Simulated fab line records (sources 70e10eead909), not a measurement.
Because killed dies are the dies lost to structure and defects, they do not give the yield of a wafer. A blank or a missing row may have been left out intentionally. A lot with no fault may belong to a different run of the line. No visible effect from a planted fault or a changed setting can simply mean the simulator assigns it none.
fab line records ; flow nand-harc
[record] lots = 13; wafers = 39; last-day = 33
route steps=1302 shown P_ZERO_WELL@26 P_STI@91
lots with no fault: from the same line, run without faults
start-h: hours from the record's first day to the start of the lot's first wafer shown ; wait-h: hours from the lot's prior step to this one ; " same as the row above ; L1.1+2: one row covering several wafers at once ; - no value, or no start given ; * or withheld: withheld ; < > ~ a bound
route shown NAME@n: names a module that has steps shown in the file, with the first one's number in the route ; usual: the fault-free wafers' mean and standard deviation ; same: alike in all rows ; chamber/n: place in a boat ; sites: the reading at each site ; _std_site: the values' standard deviation ; _edge_site: inner sites' mean taken away from outer sites' mean ; radius-mm: how far each site lies from the wafer's centre ; mask NAME#n: copy n ; behind: the last tool/chamber to shape the wafer ; hold: what put the lot on hold/how long, in hours/how the hold closed ; device: transistor that didn't switch, given as n, p or np ; end of line: the same wafers' tests at the end of the route ; a step without rows: its recipe alone ; killed: at the first sort, the dies lost to defects and structure; wafer yield is something else ; map: the dies of a wafer, with x for killed, . for not killed, _ for no die there
set.NAME: the run value of the setting; set.NAME@STEP: its run value at that earlier step ; model.NAME: the simulator's own value behind a step, which no gauge read
route steps across a sampled set of lots; one table per step, one row per wafer
services: a tool's chamber out of use, with start hour (start-h, from the record's first day; less than 0 if before it), hours out, and reason
[[steps]]
[step NHARC_P_ZERO_WELL_EXPOSE_21]
[recipe] na = 0.6; target-cd-nm = 720; dose-mj = 22.31; mask-id = P_NWELL
lot.wafer;tool;chamber;start-h;wait-h;mask
L735.3+5+6;krf-scanner-04;0;22.81;-;P_NWELL#0
L737.1+3+6;krf-scanner-02;0;42.31;-;P_NWELL#0
L738.2+4+6;krf-scanner-04;0;52.56;-;P_NWELL#0
L739.2+4+6;krf-scanner-01;0;62.33;-;P_NWELL#0
L740.1+2+6;krf-scanner-02;0;72.58;-;P_NWELL#0
L742.4+5+6;krf-scanner-02;0;92.19;-;P_NWELL#0
L745.2+3+6;krf-scanner-01;0;122.44;-;P_NWELL#0
L746.1+3+6;krf-scanner-04;0;132.42;-;P_NWELL#0
L747.1+5+6;krf-scanner-02;0;142.44;-;P_NWELL_R1#0
L748.1+3+4;krf-scanner-02;0;152.31;-;P_NWELL#0
L749.3+4+6;krf-scanner-04;0;162.44;-;P_NWELL#0
L757.1+2+4;krf-scanner-02;0;242.45;-;P_NWELL#0
L758.4+5+6;krf-scanner-04;0;252.46;-;P_NWELL#0
[step NHARC_P_ZERO_WELL_CD_MEAS_24]
[recipe] target-cd-nm = 720; landing-energy-ev = 500
[usual] cd-nm = 721.7/2.2
lot.wafer;tool;chamber;start-h;wait-h;cd-nm
L735.3;cd-sem-01;0;22.96;-;721.8
L735.5;cd-sem-01;0;22.96;-;721.9
L735.6;cd-sem-01;0;22.96;-;719.6
L737.1;cd-sem-01;0;42.47;-;716.6
L737.3;cd-sem-01;0;42.47;-;719.4
L737.6;cd-sem-01;0;42.47;-;718.8
L738.2;cd-sem-02;0;52.71;-;719.8
L738.4;cd-sem-02;0;52.71;-;721.2
L738.6;cd-sem-02;0;52.71;-;719.5
L739.2;cd-sem-01;0;62.48;-;720.9
L739.4;cd-sem-01;0;62.48;-;723.1
L739.6;cd-sem-01;0;62.48;-;719.5
L740.1;cd-sem-02;0;72.74;-;717.9
L740.2;cd-sem-02;0;72.74;-;719.7
L740.6;cd-sem-02;0;72.74;-;717.0
L742.4;cd-sem-03;0;92.34;-;722.4
L742.5;cd-sem-03;0;92.34;-;721.2
L742.6;cd-sem-03;0;92.34;-;723.5
L745.2;cd-sem-01;0;122.60;-;722.5
L745.3;cd-sem-01;0;122.60;-;721.9
L745.6;cd-sem-01;0;122.60;-;723.8
L746.1;cd-sem-01;0;132.59;-;719.4
L746.3;cd-sem-01;0;132.59;-;722.9
L746.6;cd-sem-01;0;132.59;-;724.9
L747.1;cd-sem-03;0;142.60;-;708.0
L747.5;cd-sem-03;0;142.60;-;709.3
L747.6;cd-sem-03;0;142.60;-;709.3
L748.1;cd-sem-03;0;152.48;-;720.7
L748.3;cd-sem-03;0;152.48;-;720.7
L748.4;cd-sem-03;0;152.48;-;720.2
L749.3;cd-sem-01;0;162.59;-;721.7
L749.4;cd-sem-01;0;162.59;-;718.7
L749.6;cd-sem-01;0;162.59;-;721.5
L757.1;cd-sem-01;0;242.61;-;721.4
L757.2;cd-sem-01;0;242.61;-;719.3
L757.4;cd-sem-01;0;242.61;-;721.6
L758.4;cd-sem-03;0;252.61;-;719.2
L758.5;cd-sem-03;0;252.61;-;719.6
L758.6;cd-sem-03;0;252.61;-;721.8
[step NHARC_P_STI_CD_MEAS_16]
[usual] cd-nm = 199/3.5
lot.wafer;tool;chamber;start-h;wait-h;cd-nm
L735.3;cd-sem-02;-;46.58;-;198
L735.5;cd-sem-02;-;46.58;-;205
L735.6;cd-sem-02;-;46.58;-;205
L737.1;cd-sem-02;-;65.14;-;192
L737.3;cd-sem-02;-;65.14;-;197
L737.6;cd-sem-02;-;65.14;-;193
L738.2;cd-sem-03;-;77.85;-;198
L738.4;cd-sem-03;-;77.85;-;200
L738.6;cd-sem-03;-;77.85;-;197
L739.2;cd-sem-01;-;86.34;-;202
L739.4;cd-sem-01;-;86.34;-;199
L739.6;cd-sem-01;-;86.34;-;199
L740.1;cd-sem-02;-;94.26;-;198
L740.2;cd-sem-02;-;94.26;-;197
L740.6;cd-sem-02;-;94.26;-;193
L742.4;cd-sem-03;-;113.72;-;195
L742.5;cd-sem-03;-;113.72;-;197
L742.6;cd-sem-03;-;113.72;-;200
L745.2;cd-sem-03;-;148.27;-;198
L745.3;cd-sem-03;-;148.27;-;198
L745.6;cd-sem-03;-;148.27;-;197
L746.1;cd-sem-03;-;157.09;-;198
L746.3;cd-sem-03;-;157.09;-;204
L746.6;cd-sem-03;-;157.09;-;200
L747.1;cd-sem-03;-;164.58;-;198
L747.5;cd-sem-03;-;164.58;-;195
L747.6;cd-sem-03;-;164.58;-;197
L748.1;cd-sem-01;-;173.57;-;201
L748.3;cd-sem-01;-;173.57;-;207
L748.4;cd-sem-01;-;173.57;-;207
L749.3;cd-sem-03;-;183.91;-;201
L749.4;cd-sem-03;-;183.91;-;196
L749.6;cd-sem-03;-;183.91;-;195
L757.1;cd-sem-01;-;269.42;-;197
L757.2;cd-sem-01;-;269.42;-;201
L757.4;cd-sem-01;-;269.42;-;192
L758.4;cd-sem-01;-;273.66;-;194
L758.5;cd-sem-01;-;273.66;-;196
L758.6;cd-sem-01;-;273.66;-;199
[step NHARC_P_STI_CMP_21]
[recipe] t-overpolish-s = 20; target-thk-nm = 380.67
[usual] motor-current-A = 12.5/1.2; overpolish-run-s = 20.000/0.0088; slurry-flow-ml-min = 150.0/0.51
lot.wafer;tool;chamber;start-h;wait-h;motor-current-A;overpolish-run-s;slurry-flow-ml-min
L735.3;cmp-04;0;64.70;0.4;12.7;20.000;149.5
L735.6;cmp-04;1;64.70;0.4;12.0;19.989;150.1
L735.5;cmp-04;2;64.70;0.4;11.8;20.009;150.7
L737.3;cmp-04;0;85.32;0.4;13.3;20.004;149.9
L737.1;cmp-04;3;85.32;0.4;13.0;20.004;150.0
L737.6;cmp-04;0;85.32;0.4;13.5;20.000;149.9
L738.2;cmp-04;1;98.79;0.4;11.9;20.013;150.2
L738.4;cmp-04;0;98.79;0.4;13.0;19.999;150.1
L738.6;cmp-04;1;98.79;0.4;12.7;19.997;149.7
L739.2;cmp-01;3;104.07;0.4;10.6;20.004;149.5
L739.4;cmp-01;2;104.07;0.4;13.0;19.997;150.0
L739.6;cmp-01;3;104.07;0.4;11.1;20.002;149.4
L740.2;cmp-03;0;111.29;0.4;13.7;19.998;149.5
L740.1;cmp-03;2;111.29;0.4;10.3;20.013;149.9
L740.6;cmp-03;1;111.29;0.4;13.4;20.009;150.4
L742.4;cmp-04;1;136.98;0.4;12.6;20.013;150.8
L742.6;cmp-04;3;136.98;0.4;13.4;19.995;150.2
L742.5;cmp-04;0;136.98;0.4;12.4;20.008;150.3
L745.3;cmp-04;2;167.10;0.4;12.3;20.002;149.8
L745.2;cmp-04;3;167.10;0.4;13.4;19.993;150.0
L745.6;cmp-04;2;167.10;0.4;12.3;19.994;150.0
L746.3;cmp-04;3;175.44;0.4;12.9;20.000;151.1
L746.1;cmp-04;1;175.44;0.4;12.4;19.990;149.7
L746.6;cmp-04;2;175.44;0.4;12.6;20.018;150.7
L747.1;cmp-04;3;183.40;0.4;13.4;19.987;150.2
L747.5;cmp-04;1;183.40;0.4;12.3;19.994;149.7
L747.6;cmp-04;2;183.40;0.4;12.4;19.993;150.5
L748.1;cmp-04;1;190.56;0.4;12.0;19.984;149.8
L748.3;cmp-04;2;190.56;0.4;12.2;19.986;149.6
L748.4;cmp-04;3;190.56;0.4;13.5;19.998;150.1
L749.4;cmp-03;1;208.82;0.4;13.7;20.014;150.2
L749.3;cmp-03;0;208.82;0.4;14.1;20.016;149.7
L749.6;cmp-03;2;208.82;0.4;10.3;19.999;151.0
L757.4;cmp-03;2;287.93;0.4;10.7;19.991;150.2
L757.1;cmp-03;0;287.93;0.4;13.2;20.007;150.2
L757.2;cmp-03;1;287.93;0.4;13.7;20.001;150.2
L758.4;cmp-04;1;287.98;0.4;12.4;20.006;149.9
L758.6;cmp-04;3;287.98;0.4;12.4;19.988;149.1
L758.5;cmp-04;0;287.98;0.4;12.8;19.997;150.1
[step NHARC_P_STI_INSPECT_25]
[usual] raw-defect-count = 206/86
lot.wafer;tool;chamber;start-h;wait-h;raw-defect-count
L735.3;defect-inspect-01;-;73.08;0.4;189
L735.5;defect-inspect-01;-;73.08;0.4;146
L735.6;defect-inspect-01;-;73.08;0.4;148
L737.1;defect-inspect-02;-;93.24;0.4;278
L737.3;defect-inspect-02;-;93.24;0.4;272
L737.6;defect-inspect-02;-;93.24;0.4;216
L738.2;defect-inspect-02;-;106.73;0.4;80
L738.4;defect-inspect-02;-;106.73;0.4;98
L738.6;defect-inspect-02;-;106.73;0.4;93
L739.2;defect-inspect-02;-;112.47;0.4;251
L739.4;defect-inspect-02;-;112.47;0.4;275
L739.6;defect-inspect-02;-;112.47;0.4;280
L740.1;defect-inspect-01;-;121.05;0.4;198
L740.2;defect-inspect-01;-;121.05;0.4;359
L740.6;defect-inspect-01;-;121.05;0.4;207
L742.4;defect-inspect-01;-;147.21;0.4;166
L742.5;defect-inspect-01;-;147.21;0.4;248
L742.6;defect-inspect-01;-;147.21;0.4;436
L745.2;defect-inspect-02;-;172.34;0.4;204
L745.3;defect-inspect-02;-;172.34;0.4;169
L745.6;defect-inspect-02;-;172.34;0.4;111
L746.1;defect-inspect-02;-;183.91;0.4;154
L746.3;defect-inspect-02;-;183.91;0.4;327
L746.6;defect-inspect-02;-;183.91;0.4;265
L747.1;defect-inspect-01;-;191.79;0.4;535
L747.5;defect-inspect-01;-;191.79;0.4;298
L747.6;defect-inspect-01;-;191.79;0.4;225
L748.1;defect-inspect-01;-;198.56;0.4;442
L748.3;defect-inspect-01;-;198.56;0.4;252
L748.4;defect-inspect-01;-;198.56;0.4;274
L749.3;defect-inspect-02;-;222.78;0.4;191
L749.4;defect-inspect-02;-;222.78;0.4;188
L749.6;defect-inspect-02;-;222.78;0.4;212
L757.1;defect-inspect-01;-;296.39;0.4;192
L757.2;defect-inspect-01;-;296.39;0.4;162
L757.4;defect-inspect-01;-;296.39;0.4;94
L758.4;defect-inspect-02;-;296.39;0.4;165
L758.5;defect-inspect-02;-;296.39;0.4;94
L758.6;defect-inspect-02;-;296.39;0.4;103
[[services]]
tool;chamber;start-h;hours;kind
krf-scanner-04;-;8.87;1.5;repair
cmp-04;-;13.14;4.0;pm
krf-scanner-01;-;32.81;3.4;repair
cmp-03;-;38.99;0.2;repair
krf-scanner-01;-;48.88;0.7;repair
cmp-03;-;52.18;3.0;repair
cmp-03;-;64.10;4.0;pm
cmp-03;-;87.00;16.3;repair
krf-scanner-04;-;91.74;1.0;repair
krf-scanner-02;-;94.00;4.0;pm
cmp-04;-;106.81;5.9;repair
cmp-04;-;112.72;4.0;pm
cmp-03;-;119.17;1.6;repair
krf-scanner-01;-;140.00;4.0;pm
cmp-04;-;148.73;1.4;repair
cmp-03;-;162.10;4.0;pm
krf-scanner-04;-;182.35;4.0;pm
cmp-04;-;192.22;5.9;repair
krf-scanner-04;-;208.95;0.2;repair
cmp-04;-;210.72;4.0;pm
cmp-03;-;245.31;0.5;repair
cmp-04;-;252.06;2.0;repair
cmp-03;-;260.10;4.0;pm
krf-scanner-02;-;266.00;4.0;pm
[[key]]
[first-sign] step = NHARC_P_ZERO_WELL_EXPOSE_21; reading = mask; direction = changed
[effect] step = NHARC_P_ZERO_WELL_CD_MEAS_24; reading = cd-nm; direction = down; sigmas = 5.7; usual = 721.7; struck = 708.9
met-at NHARC_P_ZERO_WELL_EXPOSE_21
struck-lots L747
tester-left-out L747
not-acting-at NHARC_P_STI_CD_MEAS_16,NHARC_P_STI_CMP_21,NHARC_P_STI_INSPECT_25
onset-between 92.19 142.44
[fault] kind = wrong-mask; tool = any; chamber = -; onset-h = 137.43; steps = NHARC_P_ZERO_WELL_EXPOSE_21; aux-copy = P_NWELL_R1#0; cd-offset-nm = -12.588; scope = struck-lots-only
// tester-left-out: of these lots the tester's yield and bins aren't shown, on N5 and GAA mostly nor the transistor test; their killed dies are dies lost to structure and defects alone, not to doping, threshold or leakage, so they don't give the yield
